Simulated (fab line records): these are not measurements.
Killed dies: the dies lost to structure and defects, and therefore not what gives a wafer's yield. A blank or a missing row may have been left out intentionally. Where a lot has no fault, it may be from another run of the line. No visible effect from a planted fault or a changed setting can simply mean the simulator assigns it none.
Matching of chambers ; flow nand_harc ; NHARC_P_CONTACT_CMP_01 on cmp-04 has 4 sister chambers
The step polishes SiO2, target thk 200 nm. 4 wafers are shown with their chamber, then 9 later ones without.

== WAFERS PAIRED WITH THEIR CHAMBERS ==
wafer;chamber;motor_current_A (A)
L994.2;1;11.8
L994.4;2;10.6
L997.1;3;11.5
L997.6;0;12.5

== WAFERS WITH NO CHAMBER GIVEN ==
wafer;motor_current_A (A)
L999.1;13.0
L999.5;11.0
L999.6;11.5
L105.2;10.4
L105.4;13.3
L105.5;12.1
L110.1;13.2
L110.5;10.5
L110.6;11.5

== CHAMBER TAKEN BY EACH ==
wafer;from the rows above;in truth
L999.1;can't be placed: 0 or 1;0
L999.5;can't be placed: 2 or 3 or 1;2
L999.6;can't be placed: 3 or 1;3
L105.2;2;2
L105.4;can't be placed: 0 or 1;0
L105.5;can't be placed: 1 or 0 or 3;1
L110.1;can't be placed: 0 or 1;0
L110.5;2;2
L110.6;can't be placed: 3 or 1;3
2 of 9 placed correctly. Not placeable from these rows: 7 (in 7, the candidates include the true chamber). Wrongly placed: 0.
How it was worked out, from the rows above alone: a wafer's distance from a chamber is the root of the sum, over the readings, of the square of ((its reading less the chamber's mean) divided by the reading's scatter). If the next closest chamber is less than 2 further off than the closest, the wafer can't be placed; otherwise it belongs to the closest. The mean given for a chamber averages the wafers shown for that chamber. The scatter: root of mean squared gap, hidden wafer to nearest shown wafer, with one shown wafer a chamber.
